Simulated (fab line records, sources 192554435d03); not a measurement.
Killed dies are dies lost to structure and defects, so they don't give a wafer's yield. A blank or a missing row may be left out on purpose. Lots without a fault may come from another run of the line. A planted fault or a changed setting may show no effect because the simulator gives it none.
fab line records | flow n5_finfet
record lots=8 wafers=24 last_day=17
route steps=1938 shown FIN_SAQP@115 FIN_CUT@164 BEOL_M4@1111 PASSIVATION@1936
lots that met no fault: from a run of the same line without faults
start_h: hours from the record's first day to the start of the lot's first wafer shown | wait_h: hours since the lot's step before | " the same as in the row above | L1.1+2: a row that stands for several wafers | - no value, or no start given | * or withheld: withheld | < > ~ a bound
route shown NAME@n: a module of which the file shows steps, and the number in the route of the first | usual: mean/standard deviation of fault-free wafers | same: alike in all rows | chamber/n: place in a boat | sites: the reading at each site | _std_site: their standard deviation | _edge_site: outer sites' mean less inner sites' | radius_mm: how far each site lies from the wafer's centre | mask NAME#n: copy n | behind: the tool/chamber that last shaped the wafer | hold: why the lot was held/for how many hours/how that ended | device: the transistor (n, p or np) that didn't switch | end of line: the same wafers' tests at the end of the route | a step without rows: its recipe alone | killed: dies lost to structure and defects at the first sort, not the wafer's yield | map: a wafer's dies, x killed, . not, _ none there
set.NAME: the setting as run; set.NAME@STEP: as run at that earlier step | model.NAME: the simulator's own value behind a step, which no gauge read
steps of the route over a sample of lots; a table a step, a row a wafer
services: from which hour (start_h, from the record's first day; less than 0 if before it) a tool's chamber was out of use, for how many hours, and why
## steps
# step N5_FIN_SAQP_ETCH_51
# recipe chemistry=CF4 target=SiARC target_depth_a=455 mask_material=CAR-ArF time_s=75.8 ion_energy_ev=80 pressure_mtorr=40 source_w=545 bias_w=36 Ar_flow_sccm=100 cf4_flow_sccm=100 ends=cleared
# usual drypump_motor_current_A=5.6/0.42 etch_rf_on_time_s=75.4/1.8 oes_product_au=0.65/0.062 rf_vpp_V=184.0/1.1 showerhead_plenum_p_Torr=2.13/0.06 throttle_valve_pct=15.59/0.2
# columns lot.wafer tool chamber start_h wait_h drypump_motor_current_A etch_rf_on_time_s oes_product_au rf_hours_counter_h rf_vpp_V showerhead_plenum_p_Torr throttle_valve_pct
L334.2 rie_diel-03 0 53.21 0.0 6.1 73.0 0.74 54 183.6 2.09 15.53
L334.4 " 2 " " 6.2 73.0 0.68 121 183.4 2.06 15.51
L334.6 " 3 " " 5.6 81.4 0.57 - 183.5 2.11 15.86
L338.2 rie_diel-03 0 76.68 0.0 6.1 73.2 0.74 63 183.8 2.09 15.55
L338.3 " 1 " " 5.3 74.8 0.58 235 183.9 2.20 15.98
L338.4 " 2 " " 6.1 71.8 0.68 130 183.4 2.06 15.53
L339.1 rie_diel-03 0 82.68 0.0 6.1 74.2 0.74 66 183.9 2.09 15.54
L339.2 " 2 " " 6.2 73.2 0.67 132 183.3 2.06 15.55
L339.3 " 3 " " 5.6 75.3 0.84 2 184.0 2.11 15.39
L340.1 rie_diel-03 1 89.74 0.0 5.3 74.9 0.58 240 184.3 2.19 15.98
L340.2 " 2 " " 6.2 72.8 0.67 135 183.8 2.06 15.54
L340.3 " 0 " " 6.1 72.7 0.73 68 184.9 2.09 15.54
L344.2 rie_diel-06 3 113.40 0.0 6.4 76.1 0.63 171 182.1 2.05 15.55
L344.5 " 1 " " 5.4 75.5 0.67 - 183.2 2.15 15.30
L344.6 " 2 " " 5.6 78.6 0.58 - 182.3 2.03 15.74
L345.1 rie_diel-03 2 118.62 0.0 6.2 73.6 0.66 144 182.8 2.05 15.56
L345.3 " 0 " " 6.1 73.6 0.72 78 182.5 2.09 15.57
L345.4 " 3 " " 5.6 75.4 0.80 15 183.6 2.10 15.43
L351.1 rie_diel-05 3 154.47 0.0 5.2 73.0 0.82 5 183.3 2.10 15.57
L351.2 " 0 " " 5.7 74.7 0.62 185 184.5 2.13 15.70
L351.5 " 2 " " 5.7 76.2 0.64 - 185.5 2.22 15.35
L352.1 rie_diel-06 0 160.23 0.0 5.0 77.5 0.60 227 185.2 2.20 15.83
L352.2 " 1 " " 5.4 73.6 0.68 129 184.4 2.14 15.33
L352.5 " 3 " " 6.4 75.7 0.62 - 183.9 2.04 15.60
# step N5_FIN_SAQP_HM_OPEN_33
# recipe chemistry=CH3F/O2 target=SiNx mask_material=SiO2 target_depth_a=494 time_s=70.6 pressure_mtorr=30 source_w=395 bias_w=73 Ar_flow_sccm=150 CH3F_flow_sccm=30 O2_flow_sccm=20 ion_energy_ev=120 ends=cleared
# usual drypump_motor_current_A=5.6/0.43 etch_rf_on_time_s=69.1/1.9 oes_product_au=0.65/0.059 rf_vpp_V=298/6.1 showerhead_plenum_p_Torr=1.98/0.063 throttle_valve_pct=16.33/0.2
# columns lot.wafer tool chamber start_h wait_h drypump_motor_current_A etch_rf_on_time_s oes_product_au rf_hours_counter_h rf_vpp_V showerhead_plenum_p_Torr throttle_valve_pct
L334.2 rie_diel-03 1 56.83 0.0 5.3 69.3 0.58 227 307 2.05 16.66
L334.4 " 3 " " 5.6 71.9 0.58 248 299 1.97 16.58
L334.6 " 1 " " 5.3 68.2 0.58 - 308 2.05 16.64
L338.2 rie_diel-03 2 80.74 0.1 6.2 66.2 0.66 132 297 1.93 16.32
L338.3 " 3 " " 5.6 67.4 0.85 2 300 1.97 16.15
L338.4 " 1 " " 5.3 69.6 0.58 237 308 2.05 16.67
L339.1 rie_diel-06 3 86.58 0.0 6.4 69.1 0.62 167 297 1.92 16.30
L339.2 " 0 " " 5.1 70.1 0.62 198 306 2.07 16.49
L339.3 " 2 " " 5.6 71.3 0.58 222 289 1.89 16.36
L340.1 rie_diel-05 2 95.07 0.0 5.7 67.7 0.66 160 307 2.10 16.08
L340.2 " 0 " " 5.7 69.2 0.63 164 287 1.99 16.38
L340.3 " 3 " " 5.2 68.4 0.59 238 301 1.97 16.74
L344.2 rie_diel-06 2 117.45 0.1 5.6 71.1 0.58 234 288 1.88 16.39
L344.5 " 2 " " 5.7 72.6 0.58 - 287 1.88 16.39
L344.6 " 1 " " 5.4 71.0 0.68 - 297 2.00 16.02
L345.1 rie_diel-05 2 122.28 0.0 5.7 65.5 0.65 170 307 2.09 16.09
L345.3 " 1 " " 5.2 66.2 0.63 166 297 1.99 16.35
L345.4 " 3 " " 5.2 68.1 0.58 248 301 1.97 16.75
L351.1 rie_diel-06 0 158.27 0.1 5.0 71.7 0.60 226 306 2.06 16.56
L351.2 " 1 " " 5.4 68.6 0.66 128 296 2.00 16.05
L351.5 " 1 " " 5.4 69.5 0.66 - 296 2.00 16.04
L352.1 rie_diel-03 1 163.89 0.0 5.3 67.5 0.85 3 307 2.04 16.23
L352.2 " 0 " " 6.1 67.0 0.70 98 297 1.94 16.37
L352.5 " 2 " " 6.1 68.0 0.64 - 298 1.91 16.38
# step N5_FIN_SAQP_FIN_ETCH_36
# recipe chemistry=HBr/Cl2/O2 target_depth_a=1200 mask_material=SiNx time_s=50.4 bias_w=102 pressure_mtorr=10 icp_w=800 HBr_flow_sccm=150 Cl2_flow_sccm=80 O2_flow_sccm=12
# usual drypump_motor_current_A=5.7/0.4 oes_product_au=0.987/0.019 throttle_valve_pct=35.79/0.21
# columns lot.wafer tool chamber start_h wait_h drypump_motor_current_A oes_product_au rf_hours_counter_h throttle_valve_pct
L334.2 rie_si-04 0 57.11 0.0 5.7 1.007 78 36.06
L334.4 " 1 " " 6.2 0.984 42 35.77
L334.6 " 0 " " 5.7 1.002 - 36.06
L338.2 rie_si-03 2 81.02 0.0 6.2 0.975 63 36.04
L338.3 " 3 " " 5.2 1.002 55 35.52
L338.4 " 0 " " 6.2 0.959 148 35.83
L339.1 rie_si-05 0 86.87 0.0 5.1 0.982 26 35.75
L339.2 " 1 " " 5.4 0.980 188 35.76
L339.3 " 3 " " 6.2 0.977 139 35.60
L340.1 rie_si-05 0 95.36 0.0 5.1 0.992 26 35.72
L340.2 " 3 " " 6.2 0.988 139 35.59
L340.3 " 2 " " 5.9 1.031 1 35.43
L344.2 rie_si-04 2 117.74 0.0 5.5 0.947 89 36.01
L344.5 " 2 " " 5.5 0.938 - 36.00
L344.6 " 3 " " 6.0 1.000 - 36.12
L345.1 rie_si-04 3 122.57 0.0 6.0 0.990 16 36.12
L345.3 " 0 " " 5.6 0.994 80 36.06
L345.4 " 1 " " 6.1 0.986 44 35.77
L351.1 rie_si-05 1 158.56 0.0 5.4 0.983 189 35.74
L351.2 " 0 " " 5.1 0.992 27 35.73
L351.5 " 0 " " 5.1 0.988 - 35.74
L352.1 rie_si-03 0 164.18 0.0 6.2 0.956 150 35.84
L352.2 " 1 " " 5.3 0.976 175 35.94
L352.5 " 0 " " 6.2 0.963 - 35.82
# step N5_FIN_SAQP_INSPECT_40
# recipe inspect_instrument=brightfield mode=aei
# usual raw_defect_count=224/58
# columns lot.wafer tool chamber start_h wait_h raw_defect_count
L334.2 defect_inspect-01 - 57.36 0.0 255
L334.4 " - " " 210
L334.6 " - " " 250
L338.2 defect_inspect-01 - 81.27 0.0 207
L338.3 " - " " 195
L338.4 " - " " 297
L339.1 defect_inspect-01 - 87.12 0.0 258
L339.2 " - " " 279
L339.3 " - " " 273
L340.1 defect_inspect-02 - 95.61 0.0 1645
L340.2 " - " " 1588
L340.3 " - " " 1586
L344.2 defect_inspect-02 - 117.99 0.0 165
L344.5 " - " " 163
L344.6 " - " " 149
L345.1 defect_inspect-02 - 122.82 0.0 1690
L345.3 " - " " 1697
L345.4 " - " " 1805
L351.1 defect_inspect-01 - 158.82 0.0 148
L351.2 " - " " 181
L351.5 " - " " 197
L352.1 defect_inspect-02 - 164.43 0.0 260
L352.2 " - " " 227
L352.5 " - " " 172
# step N5_FIN_CUT_OVL_MEAS_09
# recipe points_per_wafer=522
# usual FIN_CUT_OVL=0.4/0.59
# columns lot.wafer tool chamber start_h wait_h FIN_CUT_OVL[nm]
L334.2 overlay-02 0 57.70 0.0 0.5
L334.4 " 0 " " 0.9
L334.6 " 0 " " 0.6
L338.2 overlay-02 0 81.74 0.0 0.9
L338.3 " 0 " " 1.0
L338.4 " 0 " " 0.8
L339.1 overlay-02 0 87.57 0.0 -0.1
L339.2 " 0 " " -0.1
L339.3 " 0 " " 0.5
L340.1 overlay-02 0 96.07 0.0 0.7
L340.2 " 0 " " 1.2
L340.3 " 0 " " 0.0
L344.2 overlay-02 0 118.45 0.0 0.5
L344.5 " 0 " " 0.3
L344.6 " 0 " " 0.9
L345.1 overlay-02 0 123.15 0.0 0.0
L345.3 " 0 " " 0.0
L345.4 " 0 " " 0.3
L351.1 overlay-02 0 159.28 0.0 1.6
L351.2 " 0 " " 1.1
L351.5 " 0 " " 0.9
L352.1 overlay-01 0 164.76 0.0 0.1
L352.2 " 0 " " 1.6
L352.5 " 0 " " 0.1
# step N5_FIN_CUT_INSPECT_10
# recipe mode=adi inspect_instrument=brightfield
# usual raw_defect_count=41/11
# columns lot.wafer tool chamber start_h wait_h raw_defect_count
L334.2 defect_inspect-02 - 57.75 0.0 59
L334.4 " - " " 35
L334.6 " - " " 43
L338.2 defect_inspect-02 - 81.79 0.0 31
L338.3 " - " " 44
L338.4 " - " " 47
L339.1 defect_inspect-01 - 87.63 0.1 60
L339.2 " - " " 57
L339.3 " - " " 53
L340.1 defect_inspect-01 - 96.13 0.1 1545
L340.2 " - " " 1457
L340.3 " - " " 1486
L344.2 defect_inspect-01 - 118.51 0.0 42
L344.5 " - " " 39
L344.6 " - " " 38
L345.1 defect_inspect-02 - 123.21 0.1 1488
L345.3 " - " " 1504
L345.4 " - " " 1461
L351.1 defect_inspect-01 - 159.33 0.1 49
L351.2 " - " " 31
L351.5 " - " " 42
L352.1 defect_inspect-02 - 164.82 0.1 39
L352.2 " - " " 49
L352.5 " - " " 34
# step N5_BEOL_M4_RC_MEAS_101
# usual DIBL_N=35.8/1.8 DIBL_P=35.6/2 IOFF_N=0.148/0.028 IOFF_P=0.20/0.034 ION_N=672/12 ION_P=462/8.5 SS_N=71.2/0.65 SS_P=73.1/0.67 VT_N=251/3.3 VT_P=-251/3.8
# columns lot.wafer tool chamber start_h wait_h DIBL_N[mV/V] DIBL_P[mV/V] IOFF_N[nA/um] IOFF_P[nA/um] ION_N[uA/um] ION_P[uA/um] SS_N[mV/dec] SS_P[mV/dec] VT_N[mV] VT_P[mV]
L334.2 prober-01 0 196.57 0.2 37.6 36.9 0.169 0.20 693 465 71.9 73.8 245 -252
L334.4 " 0 " " 37.9 37.5 0.162 0.22 684 461 71.7 74.0 247 -249
L334.6 " 0 " " 36.8 35.5 0.147 0.18 675 462 71.4 72.9 251 -254
L338.2 prober-02 0 218.26 0.2 34.6 34.3 0.121 0.19 663 457 70.1 73.5 253 -249
L338.3 " 0 " " 35.9 35.7 0.136 0.21 674 467 71.3 72.8 252 -247
L338.4 " 0 " " 35.2 34.7 0.137 0.19 677 468 70.8 72.4 250 -249
L339.1 prober-01 0 221.50 0.0 38.0 37.4 0.178 0.21 676 456 71.5 73.8 252 -254
L339.2 " 0 " " 34.9 34.3 0.117 0.17 656 454 71.0 73.0 255 -252
L339.3 " 0 " " 33.6 32.3 0.105 0.14 661 450 69.8 72.1 255 -256
L340.1 prober-01 0 231.54 0.0 35.1 34.7 0.135 0.18 666 458 71.8 71.9 252 -251
L340.2 " 0 " " 35.3 35.3 0.146 0.18 673 456 71.5 72.5 249 -251
L340.3 " 0 " " 34.7 34.5 0.150 0.18 697 468 70.6 72.7 248 -251
L344.2 prober-02 0 262.13 0.2 32.9 33.5 0.126 0.21 676 472 70.3 73.4 251 -248
L344.5 " 0 " " 35.7 35.7 0.171 0.24 688 475 71.7 74.5 247 -245
L344.6 " 0 " " 34.3 34.1 0.139 0.22 684 471 71.1 73.3 252 -244
L345.1 prober-01 0 262.51 0.0 37.7 38.3 0.189 0.22 685 463 71.8 74.0 249 -252
L345.3 " 0 " " 34.0 33.9 0.121 0.17 668 460 71.3 72.1 255 -254
L345.4 " 0 " " 33.2 32.5 0.106 0.14 656 452 70.4 72.6 255 -257
L351.1 prober-02 0 306.87 0.0 35.8 35.0 0.147 0.19 677 463 71.3 72.4 250 -248
L351.2 " 0 " " 38.4 37.4 0.197 0.24 691 478 71.6 72.5 246 -247
L351.5 " 0 " " 35.3 33.1 0.138 0.18 682 464 71.0 71.9 254 -250
L352.1 prober-02 0 310.71 0.0 34.5 34.1 0.145 0.19 673 471 70.7 72.4 249 -249
L352.2 " 0 " " 35.1 35.6 0.163 0.21 687 470 70.5 72.9 246 -247
L352.5 " 0 " " 35.3 35.2 0.164 0.21 692 469 70.9 72.9 247 -247
# step N5_PASSIVATION_PROBE_49
# usual defect_limited_yield=91.3/1.5 killed_at_M0_to_M3=34/11 killed_at_M4_up=14/6.1 killed_at_contacts=12/5.9 killed_at_front_end=39/11 killed_at_other=4/3.3 killed_dies=102/18 killed_on_rim=13/3.8 killed_open=67/13 killed_short=33/7.9 sort_bin_5_function=5.1/1 sort_bin_6_memory=3.3/0.7 sort_n_pass=1077/19 sort_yield_pct=91.3/1.6
# same gross_dies=1180 killed_at_back_side=0 sort_bin_4_leakage[%]=0 sort_bin_8_speed[%]=0
# columns lot.wafer tool chamber start_h wait_h defect_limited_yield[%] killed_at_M0_to_M3 killed_at_M4_up killed_at_contacts killed_at_front_end killed_at_other killed_dies killed_on_rim killed_open killed_short sort_bin_5_function[%] sort_bin_6_memory[%] sort_n_pass sort_yield_pct[%]
L340.1 prober-01 - 328.07 0.0 85.1 43 9 4 116 4 176 30 64 28 9.4 2.9 1004 85.1
L340.2 prober-01 - 328.12 0.1 84.7 45 14 17 85 20 181 39 88 43 8.6 5.1 999 84.7
L340.3 prober-01 - 328.17 0.1 80.8 54 13 16 137 7 227 29 71 41 9.7 4.5 953 80.8
L345.1 prober-02 - 376.29 0.0 85.5 14 29 31 90 7 171 36 79 39 8.6 4.0 1009 85.5
L345.3 prober-02 - 376.39 0.1 80.7 16 28 17 160 7 228 32 78 24 11.7 3.6 952 80.7
L345.4 prober-02 - 376.44 0.2 77.1 40 13 6 210 1 270 17 77 31 13.6 4.6 910 77.1
# killed by level:class
L340.1 FIN_SAQP:unspecified=81 GATE_CUT:geometric_particle:open=11 BEOL_M0_SAQP:geometric_particle:open=10 BEOL_M1:geometric_particle:open=8 BEOL_M0:geometric_particle:open=7 FIN_SAQP:geometric_particle:open=6 BEOL_M1:geometric_particle:short=6 GATE_CUT:geometric_particle:short=5
L340.2 FIN_SAQP:unspecified=49 MOL_CONTACT_COAG:geometric_particle:open=14 STI_FIN_REVEAL:geometric_particle:open=9 BEOL_M0_SAQP:geometric_particle:short=9 BEOL_M1:geometric_particle:open=8 BEOL_M0_SAQP:geometric_particle:open=8 BEOL_M3:geometric_particle:open=6 STARTING-WAFER:geometric_particle:open=5
L340.3 FIN_SAQP:unspecified=115 MOL_CONTACT_COAG:geometric_particle:open=13 BEOL_M0_SAQP:geometric_particle:open=13 BEOL_M0_SAQP:geometric_particle:short=11 BEOL_M3:geometric_particle:open=10 BEOL_M1:geometric_particle:open=8 BEOL_M1:geometric_particle:short=7 DUMMY_GATE:geometric_particle:open=4
L345.1 FIN_SAQP:unspecified=46 MOL_CONTACT_COAG:geometric_particle:open=22 FIN_SAQP:geometric_particle:short=9 STI_FIN_REVEAL:geometric_particle:open=9 MOL_CONTACT_COAG:geometric_particle:short=9 BEOL_M4:geometric_particle:open=9 DUMMY_GATE:geometric_particle:open=8 BEOL_M2:geometric_particle:open=7
L345.3 FIN_SAQP:unspecified=120 MOL_CONTACT_COAG:geometric_particle:open=15 BEOL_M4:geometric_particle:open=14 FIN_SAQP:geometric_particle:open=12 STI_FIN_REVEAL:geometric_particle:open=5 BEOL_M3:geometric_particle:open=5 DUMMY_GATE:geometric_particle:open=4 BEOL_M4:geometric_particle:short=4
L345.4 FIN_SAQP:unspecified=159 STI_FIN_REVEAL:geometric_particle:open=23 BEOL_M2:geometric_particle:open=11 STI_FIN_REVEAL:geometric_particle:short=7 FIN_SAQP:geometric_particle:short=6 BEOL_M4:geometric_particle:open=6 BEOL_M0_SAQP:geometric_particle:open=6 BEOL_M3:geometric_particle:open=6
## services
# columns tool chamber start_h hours kind
rie_diel-05 2 35.44 5.7 repair
rie_diel-06 2 42.20 6.6 repair
rie_si-05 2 43.58 - clean
rie_si-05 2 43.58 22.6 scheduled_down
rie_si-05 2 43.58 22.6 vent_cycle
rie_diel-05 1 45.20 32.4 repair
rie_diel-05 0 48.06 9.0 repair
rie_diel-03 3 60.97 - clean
rie_diel-03 3 60.97 - consumable_replace:focus_ring
rie_diel-03 3 60.97 14.1 scheduled_down
rie_diel-03 3 60.97 14.1 vent_cycle
rie_diel-06 3 94.68 12.9 repair
rie_diel-03 1 121.14 - clean
rie_diel-03 1 121.14 - consumable_replace:focus_ring
rie_diel-03 1 121.14 33.9 scheduled_down
rie_diel-03 1 121.14 33.9 vent_cycle
rie_diel-05 3 128.67 - clean
rie_diel-05 3 128.67 - consumable_replace:focus_ring
rie_si-03 2 140.05 1.3 repair
rie_diel-06 2 158.01 - clean
rie_diel-06 2 158.01 - consumable_replace:focus_ring
rie_diel-06 2 158.01 - consumable_replace:showerhead
rie_diel-06 2 158.01 24.5 scheduled_down
rie_diel-06 2 158.01 24.5 vent_cycle
## key
first_sign step=N5_FIN_SAQP_INSPECT_40 reading=raw_defect_count direction=up sigmas=25 usual=224 struck=1668
effect step=N5_FIN_CUT_INSPECT_10 reading=raw_defect_count direction=up sigmas=99+ usual=41 struck=1490
effect step=N5_PASSIVATION_PROBE_49 reading=killed_at_front_end direction=up sigmas=8.9 usual=39 struck=133
more_kills_born_at N5_FIN_SAQP_ETCH_51@rie_diel-03=570
met_at N5_FIN_SAQP_ETCH_51
struck_lots L340,L345
not_acting_at N5_FIN_SAQP_HM_OPEN_33,N5_FIN_SAQP_FIN_ETCH_36,N5_FIN_CUT_OVL_MEAS_09
onset_between 82.68 89.74
fault kind=chamber_particle_source tool=rie_diel-03 chamber=- onset_h=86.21 steps=N5_FIN_SAQP_ETCH_51 rate_per_visit_cm2=2.2253 end_h=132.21
